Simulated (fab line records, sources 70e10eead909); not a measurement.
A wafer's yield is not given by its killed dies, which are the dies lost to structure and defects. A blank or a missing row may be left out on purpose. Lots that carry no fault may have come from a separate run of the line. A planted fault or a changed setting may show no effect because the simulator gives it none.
What tool caused it? + flow nandHarc + 6 lots with 17 wafers sampled at 5 steps, on a route of 1159 steps

WHAT EACH GAUGE READ, for each wafer
NHARC_END_SORT_01.
lot + measured + on + killedAtArray

WHAT TOOL EACH LOT RAN ON (gives the tool, then ch and the chambers of the sampled wafers, and finally the start)
| lot  | NHARC_A_CHANNEL_HOLE_D1_DEP_01  | NHARC_THIN_TSV_ETCHBACK_48        | NHARC_THIN_TSV_STRIP_62             | NHARC_THIN_TSV_PRE_CLEAN_54 |
|------|---------------------------------|-----------------------------------|-------------------------------------|-----------------------------|
| L844 | pecvd-02 ch 0,1,2, day 8 10:53  | rieDiel-12 ch 0,1,3, day 18 20:44 | plasmaAsher-02 ch 0,1, day 18 21:38 | pvdSputter-02, day 18 23:56 |
| L848 | pecvd-02 ch 0, day 9 05:53      | rieDiel-11 ch 1, day 19 05:01     | plasmaAsher-01 ch 1, day 19 05:28   | pvdSputter-03, day 19 07:40 |
| L857 | pecvd-04 ch 0,1,2, day 11 22:42 | rieDiel-12 ch 0,3, day 22 15:11   | plasmaAsher-02 ch 1, day 22 15:32   | pvdSputter-02, day 22 17:47 |
| L858 | pecvd-04 ch 0,1,2, day 11 23:57 | rieDiel-06 ch 1,3, day 23 03:20   | plasmaAsher-02 ch 0,1, day 23 03:42 | pvdSputter-01, day 23 06:03 |
| L862 | pecvd-02 ch 0,2, day 12 21:10   | rieDiel-06 ch 1,3, day 23 15:08   | plasmaAsher-01 ch 1, day 23 16:05   | pvdSputter-01, day 23 18:21 |
| L864 | pecvd-02 ch 0,1, day 13 05:44   | rieDiel-11 ch 0,1,2, day 24 09:27 | plasmaAsher-01 ch 0,1, day 24 09:49 | pvdSputter-03, day 24 12:05 |
- NHARC_A_CHANNEL_HOLE_D1_DEP_01: deposits SiON, target thk 140 nm.
- NHARC_THIN_TSV_ETCHBACK_48: etches the open film in C4F8/Ar, target depth 1028.5 nm, time 405.17 s.
- NHARC_THIN_TSV_STRIP_62: strips in N2/H2, time 20 s.
- NHARC_THIN_TSV_PRE_CLEAN_54: time 30 s.

THE ANSWER, worked out from the rows above alone
Rule: usual is defined by the lots themselves. The widest of any qualifying gaps counts: lots, ordered by their means at a reading, are off when they make up no more than a third of the lots, leave a main group of 4 or more, and stand apart from it by 3 or more times the standard deviation of that group's means. A main group is skipped when, at the precision printed for the reading in the tables above, its means are all equal. Also off: a lot with no number at a reading for which 4 or more lots have one. Where the step has rows for the other lots, those lots are counted as sound.
Across all readings shown, no lot is off: no conclusion can be drawn from this.

WHAT THE SIMULATOR HAD PUT IN
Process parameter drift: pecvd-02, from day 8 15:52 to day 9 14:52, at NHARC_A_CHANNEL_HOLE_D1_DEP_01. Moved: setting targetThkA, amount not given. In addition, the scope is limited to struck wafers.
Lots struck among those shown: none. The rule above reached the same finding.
